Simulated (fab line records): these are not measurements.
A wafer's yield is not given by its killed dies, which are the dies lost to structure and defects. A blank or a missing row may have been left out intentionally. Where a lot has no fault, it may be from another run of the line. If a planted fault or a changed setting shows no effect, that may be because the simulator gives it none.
fab line records -- flow n5Finfet
[record] lots = 4, wafers = 12, lastDay = 17
route steps=1938 shown BEOL_M0_SAQP@646 BEOL_M4@1111 PASSIVATION@1936
lots with no fault: from the same line, run without faults
startH: the number of hours between the record's first day and the start of the first shown wafer of the lot -- waitH: how many hours have passed since the lot's step before this one -- " identical to the entry in the row above -- L1.1+2: a single row standing in for several wafers -- - value missing, or start not given -- * or withheld: withheld -- < > ~ a bound
route shown NAME@n: names a module that has steps shown in the file, with the first one's number in the route -- usual: the fault-free wafers' mean and standard deviation -- same: alike in all rows -- chamber/n: place in a boat -- sites: each site's reading -- _std_site: the standard deviation of these -- _edge_site: inner sites' mean taken away from outer sites' mean -- radiusMm: for every site, how far away it sits from the centre of the wafer -- mask NAME#n: copy n -- behind: the last tool/chamber to shape the wafer -- hold: what put the lot on hold/how long, in hours/how the hold closed -- device: the transistor (n, p or np) that didn't switch -- end of line: the same wafers' tests at the end of the route -- step lacking rows: just its recipe -- killed: the dies lost at the first sort to structure and to defects; this is not the yield of the wafer -- map: shows each die of a wafer: x if killed, . if not, _ if none is there
set.NAME: the run value of the setting; set.NAME@STEP: its run value at that earlier step -- model.NAME: the simulator's own value behind a step, which no gauge read
lots at some steps of the route; a table a step, a row a wafer
services: a tool's chamber out of use, with start hour (startH, from the record's first day; less than 0 if before it), hours out, and reason
[[steps]]
[step N5_BEOL_M0_SAQP_EXPOSE_11]
[recipe] maskId = M0_CORE, na = 1.35, sourceShape = dipole, sigmaInner = 0.538, sigmaOuter = 0.738, polarization = te, targetCdNm = 42, doseMj = 55
[step N5_BEOL_M0_SAQP_PEB_12]
[recipe] pebTempC = withheld, pebTimeS = 60, resist = CAR-ArF
[step N5_BEOL_M0_SAQP_DEVELOP_13]
[recipe] developTimeS = 30, developer = TMAH, resist = CAR-ArF, devTempC = 23, rinseLiquid = diw, dry = airSpin
[step N5_BEOL_M0_SAQP_DESCUM_19]
[recipe] chemistry = O2, timeS = 7.9, sourcePowerW = 50, biasPowerW = 20, pressureMtorr = 20, rfFrequencyHz = 2.712e+07, tempC = 40, resist = CAR-ArF, o2FlowSccm = 225
[step N5_BEOL_M0_SAQP_ETCH_83]
[recipe] chemistry = CF4, target = SiARC, targetDepthA = 390, maskMaterial = CAR-ArF, timeS = 65, ionEnergyEv = 80, pressureMtorr = 40, sourceW = 545, biasW = 36, Ar_flow_sccm = 100, cf4FlowSccm = 100, ends = cleared
[step N5_BEOL_M0_SAQP_ETCH_84]
[recipe] chemistry = N2/H2, target = SOC, targetDepthA = 1000, overetchA = 200, maskMaterial = SiARC, tempC = 40, timeS = 150, ionEnergyEv = 200, pressureMtorr = 30, sourceW = 840, biasW = 150, n2FlowSccm = 200, h2FlowSccm = 200
[step N5_BEOL_M0_SAQP_STRIP_80]
[recipe] chemistry = N2/H2, tempC = 40, n2FlowSccm = 200, h2FlowSccm = 200, rfFrequencyHz = 6e+07
[step N5_BEOL_M0_SAQP_HM_OPEN_112]
[recipe] chemistry = CHF3/O2, target = SiO2, stopOn = a-Si, targetDepthA = 120, overEtchFrac = 1.25, maskMaterial = SOC, timeS = 13.5, pressureMtorr = 30, sourceW = 650, biasW = 170, Ar_flow_sccm = 200, CHF3_flow_sccm = 50, O2_flow_sccm = 5, ionEnergyEv = 200, ends = endPoint
[step N5_BEOL_M0_SAQP_STRIP_113]
[recipe] chemistry = CHF3/O2, resist = SiARC, rfFrequencyHz = 6e+07
[step N5_BEOL_M0_SAQP_MANDREL_ETCH_20]
[recipe] targetDepthA = 600, chemistry = HBr/Cl2, target = a-Si, stopOn = SiNx, btTimeS = 10, maskMaterial = SOC, overEtchFrac = 0.5, timeS = 30, pressureMtorr = 10, icpW = 800, biasW = 75, HBr_flow_sccm = 150, Cl2_flow_sccm = 80, ends = endPoint
[usual] HBr_flow_sccm = 149.9/0.43, drypumpMotorCurrentA = 5.6/0.45, oesProductAu = 0.775/0.013, overEtchFrac = 0.5/0, throttleValvePct = 35.2/0.34
lot.wafer,tool,chamber,startH,waitH,HBr_flow_sccm,drypumpMotorCurrentA,oesProductAu,overEtchFrac,rfHoursCounterH,throttleValvePct,model.SOC_of_BEOL_M0_SAQP_COAT_81.thkNm,model.SiNx_of_BEOL_M0_SAQP_PECVD_97.thkNm
L564.1,rieSi-05,0,169.08,0.0,150.1,5.6,0.770,0.5,128,35.5,76.4,18.6
L564.2,rieSi-05,2,169.08,0.0,149.3,5.9,0.760,0.5,36,35.8,76.4,18.4
L564.6,rieSi-05,0,169.08,0.0,149.2,5.6,0.765,0.5,-,35.4,76.2,18.8
L565.2,rieSi-05,3,176.11,0.0,150.6,5.8,0.655,0.97673,5,35.4,68.8,14
L565.3,rieSi-05,2,176.11,0.0,150.5,5.9,0.766,0.5,36,35.8,76.6,18.6
L565.6,rieSi-05,3,176.11,0.0,150.5,5.8,0.661,0.97673,-,35.4,69,14
L566.1,rieSi-05,3,180.22,0.0,149.9,5.8,0.665,0.97673,5,35.4,68.8,14.2
L566.3,rieSi-05,0,180.22,0.0,150.0,5.6,0.771,0.5,128,35.4,75.8,18
L566.4,rieSi-05,2,180.22,0.0,150.6,5.9,0.781,0.5,36,35.8,75.6,18.6
L577.3,rieSi-01,1,249.42,0.0,149.7,6.3,0.790,0.5,164,35.2,76.2,18.4
L577.4,rieSi-01,2,249.42,0.0,149.8,5.0,0.761,0.5,153,35.3,76,18.6
L577.5,rieSi-01,1,249.42,0.0,150.4,6.3,0.790,0.5,-,35.2,76.2,18.6
[step N5_BEOL_M0_SAQP_STRIP_86]
[recipe] chemistry = N2/H2, powerW = 500, tempC = 40, pressureMtorr = 50, rfFrequencyHz = 6e+07, overashFraction = 0.3, biasPowerW = 28, h2Frac = 0.5, n2FlowSccm = 300, h2FlowSccm = 300
[step N5_BEOL_M0_SAQP_STRIP_115]
[recipe] chemistry = postEtchResidueRemover, timeS = 60, tempC = 25, removerPh = withheld, removerWaterWtPct = withheld, removerFluorideWtPct = withheld
[step N5_BEOL_M0_SAQP_SRD_93]
[recipe] dry = ipaMarangoni, timeS = 30, tempC = 23, rinseLiquid = diw
[step N5_BEOL_M0_SAQP_RECESS_114]
[recipe] chemistry = HF/NH3, target = SiO2, targetDepthA = 144, afsCycles = 3, tempC = 30, sublimationTempC = 180, sublimationTimeS = 60
[step N5_BEOL_M0_SAQP_SPACER1_ALD_98]
[recipe] material = SiO2, targetThkA = 128, tempC = 300, aldPrecursorFamily = BDEAS, aldCoReactant = O2-plasma, pulseTimeS = 1, purgeTimeS = 2, coReactantPurgeTimeS = 2, aldCycles = 138, pressureTorr = 2
[step N5_BEOL_M0_SAQP_SPACER1_ETCHBACK_99]
[recipe] chemistry = CHF3/O2, mode = anisotropicEtchback, target = SiO2, targetDepthA = 154, timeS = 7.7, pressureMtorr = 30, sourceW = 650, biasW = 170, Ar_flow_sccm = 200, CHF3_flow_sccm = 50, O2_flow_sccm = 5, ionEnergyEv = 200
[step N5_BEOL_M0_SAQP_MANDREL1_REMOVE_100]
[recipe] chemistry = HBr/Cl2/O2, btTimeS = 10, target = a-Si, stopOn = SiNx, endpoint = OES-SiCl, overEtchFrac = 0.85, icpW = 600, biasW = 30, HBr_flow_sccm = 150, Cl2_flow_sccm = 80, O2_flow_sccm = 5, pressureMtorr = 10
[step N5_BEOL_M0_SAQP_ETCH_101]
[recipe] chemistry = CH3F/O2, target = SiNx, maskMaterial = SiO2, targetDepthA = 299, timeS = 42.7, pressureMtorr = 30, sourceW = 395, biasW = 73, Ar_flow_sccm = 150, CH3F_flow_sccm = 30, O2_flow_sccm = 20, ionEnergyEv = 120
[step N5_BEOL_M0_SAQP_ETCH_102]
[recipe] chemistry = CF4, target = SiO2, targetDepthA = 40, ionEnergyEv = 350, timeS = 4.4, pressureMtorr = 10, icpW = 800, biasW = 400, cf4FlowSccm = 80
[step N5_BEOL_M0_SAQP_MANDREL_ETCH_103]
[recipe] chemistry = HBr/Cl2, target = a-Si, targetDepthA = 450, btTimeS = 10, stopOn = SiCN, maskMaterial = SiO2, overEtchFrac = 0.8, timeS = 27, pressureMtorr = 10, icpW = 800, biasW = 75, HBr_flow_sccm = 150, Cl2_flow_sccm = 80, ends = endPoint
[step N5_BEOL_M0_SAQP_RECESS_104]
[recipe] chemistry = HF/NH3, target = SiO2, targetDepthA = 180, afsCycles = 3, tempC = 30, sublimationTempC = 180, sublimationTimeS = 60
[step N5_BEOL_M0_SAQP_COAT_105]
[recipe] resist = SOC, tempC = 250, timeS = 60, spinRpm = 1500, resistThkNm = 100
[step N5_BEOL_M0_SAQP_ETCH_106]
[recipe] chemistry = N2/H2, target = SOC, targetDepthA = 1500, stopOn = SiNx, ionEnergyEv = 100, biasW = 61, pressureMtorr = 30, sourceW = 850, n2FlowSccm = 200, h2FlowSccm = 200
[usual] drypumpMotorCurrentA = 5.7/0.59, n2FlowSccm = 200.0/0.61, oesProductAu = 0.80/0.07, rfVppV = 240.7/1.2, showerheadPlenumPTorr = 2.54/0.054, throttleValvePct = 17.75/0.2
lot.wafer,tool,chamber,startH,waitH,drypumpMotorCurrentA,n2FlowSccm,oesProductAu,rfHoursCounterH,rfVppV,showerheadPlenumPTorr,throttleValvePct,model.SiNx_of_BEOL_M0_SAQP_PECVD_97.thkNm
L564.1,rieDiel-03,1,171.21,-,4.8,200.3,0.91,13,240.3,2.61,17.59,15.6
L564.2,rieDiel-03,3,171.21,-,6.6,200.8,0.81,85,240.9,2.57,17.65,15.4
L564.6,rieDiel-03,0,171.21,-,5.3,200.2,0.83,-,240.3,2.47,17.78,15.8
L565.2,rieDiel-03,0,178.93,-,5.3,199.9,0.84,78,240.1,2.47,17.79,11
L565.3,rieDiel-03,2,178.93,-,5.7,200.1,0.69,231,241.6,2.60,17.83,15.8
L565.6,rieDiel-03,0,178.93,-,5.3,199.9,0.83,-,240.8,2.47,17.78,11
L566.1,rieDiel-03,1,185.81,-,4.8,199.9,0.90,18,240.4,2.61,17.62,11.2
L566.3,rieDiel-03,0,185.81,-,5.3,199.5,0.83,80,238.2,2.47,17.78,15
L566.4,rieDiel-03,2,185.81,-,5.7,199.2,0.69,233,241.1,2.60,17.82,15.6
L577.3,rieDiel-03,3,252.10,-,6.6,199.1,0.78,110,240.8,2.56,17.68,15.4
L577.4,rieDiel-03,2,252.10,-,5.8,199.4,0.67,247,242.7,2.60,17.86,15.6
L577.5,rieDiel-03,3,252.10,-,6.6,200.5,0.79,-,241.8,2.56,17.70,15.6
[step N5_BEOL_M0_SAQP_ETCH_107]
[recipe] chemistry = CH3F/O2, target = SiNx, targetDepthA = 300, maskMaterial = SOC, pressureMtorr = 30, sourceW = 395, biasW = 73, Ar_flow_sccm = 150, CH3F_flow_sccm = 30, O2_flow_sccm = 20, ionEnergyEv = 120
[step N5_BEOL_M4_RC_MEAS_101]
[usual] DIBL_N = 36.0/2.2, DIBL_P = 35.9/2.6, IOFF_N = 0.16/0.038, IOFF_P = 0.21/0.042, ION_N = 675/15, ION_P = 463/10, SS_N = 71.5/0.62, SS_P = 73.2/0.76, VT_N = 250/4.1, VT_P = -251/3.6
lot.wafer,tool,chamber,startH,waitH,DIBL_N[mV/V],DIBL_P[mV/V],IOFF_N[nA/um],IOFF_P[nA/um],ION_N[uA/um],ION_P[uA/um],SS_N[mV/dec],SS_P[mV/dec],VT_N[mV],VT_P[mV]
L564.1,prober-01,0,227.47,0.0,36.2,36.4,0.15,0.18,683,456,71.6,72.8,250,-254
L564.2,prober-01,0,227.47,0.0,38.2,38.9,0.19,0.21,684,456,72.0,73.9,249,-251
L564.6,prober-01,0,227.47,0.0,34.1,33.8,0.13,0.15,679,457,70.7,72.2,251,-256
L565.2,prober-01,0,230.65,0.2,37.6,35.9,0.17,0.25,688,479,71.0,73.6,251,-247
L565.3,prober-01,0,230.65,0.2,36.6,33.7,0.13,0.20,673,468,70.5,72.3,251,-250
L565.6,prober-01,0,230.65,0.2,36.8,33.6,0.14,0.21,660,454,71.1,73.3,251,-249
L566.1,prober-01,0,247.29,0.0,35.2,36.2,0.15,0.20,679,463,71.0,72.9,250,-247
L566.3,prober-01,0,247.29,0.0,34.9,37.1,0.16,0.21,685,467,71.1,72.7,246,-248
L566.4,prober-01,0,247.29,0.0,36.3,36.2,0.14,0.19,647,444,72.0,72.4,253,-251
L577.3,prober-02,0,306.66,0.3,34.1,34.9,0.15,0.21,684,474,71.1,73.1,247,-249
L577.4,prober-02,0,306.66,0.3,32.8,30.7,0.12,0.16,666,459,71.3,71.2,251,-253
L577.5,prober-02,0,306.66,0.3,36.8,37.0,0.20,0.25,690,472,71.9,73.3,244,-245
[step N5_PASSIVATION_PROBE_49]
[usual] defectLimitedYield = 91.4/1.6, killed_at_M0_to_M3 = 35/10, killed_at_M4_up = 12/4.7, killedAtContacts = 12/5.8, killedAtFrontEnd = 38/12, killedAtOther = 4/3.2, killedDies = 102/18, killedOpen = 68/14, killedShort = 32/8, sort_bin_5_function = 5.1/0.96, sort_bin_6_memory = 3.2/0.77, sortNPass = 1078/20, sortYieldPct = 91.3/1.7
[same] grossDies = 1180, killedAtBackSide = 0, sort_bin_4_leakage[%] = 0, sort_bin_8_speed[%] = 0
lot.wafer,tool,chamber,startH,waitH,defectLimitedYield[%],killed_at_M0_to_M3,killed_at_M4_up,killedAtContacts,killedAtFrontEnd,killedAtOther,killedDies,killedOpen,killedShort,sort_bin_5_function[%],sort_bin_6_memory[%],sortNPass,sortYieldPct[%]
L566.1,prober-02,-,358.35,0.0,89.8,44,13,16,43,4,120,72,36,4.7,4.2,1060,89.8
// killed by level:class
L566.1 MOL_CONTACT_COAG:geometricParticle:open=15 FIN_SAQP:geometricParticle:open=12 BEOL_M0_SAQP:geometricParticle:short=11 HKMG_FIN:areaEtch=11 BEOL_M2:geometricParticle:open=10 BEOL_M0_SAQP:geometricParticle:open=7 BEOL_M2:geometricParticle:short=5 BEOL_M3:geometricParticle:open=4
[[services]]
tool,chamber,startH,hours,kind
rieDiel-03,2,189.48,14.7,repair
[[key]]
[firstSign] step = N5_BEOL_M0_SAQP_MANDREL_ETCH_20, reading = overEtchFrac, direction = up, sigmas = 99+, usual = 0.5, struck = 0.97673
[effect] step = N5_BEOL_M0_SAQP_MANDREL_ETCH_20, reading = oesProductAu, direction = down, sigmas = 8.8, usual = 0.775, struck = 0.660
[modelEffect] step = N5_BEOL_M0_SAQP_MANDREL_ETCH_20, value = SOC_of_BEOL_M0_SAQP_COAT_81.thkNm, without = 76.33, struck = 68.87
[modelEffect] step = N5_BEOL_M0_SAQP_ETCH_106, value = SiNx_of_BEOL_M0_SAQP_PECVD_97.thkNm, without = 15.27, struck = 11.07
metAt N5_BEOL_M0_SAQP_MANDREL_ETCH_20
struckWafers L565.2,L565.6,L566.1
[baselineLoss] step = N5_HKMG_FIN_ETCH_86, wafers = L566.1
[fault] kind = processParameterDrift, tool = rieSi-05, chamber = 3, onsetH = 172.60, steps = N5_BEOL_M0_SAQP_MANDREL_ETCH_20, channel = overEtchFrac, offset = 0.47673, shape = step, endH = 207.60, actsIn = theseRecipesOnly, stated = 0.5
// baselineLoss: these wafers lose ten dies or more at that step, a loss of the line's own and not of a fault; the sort's usual values leave them out
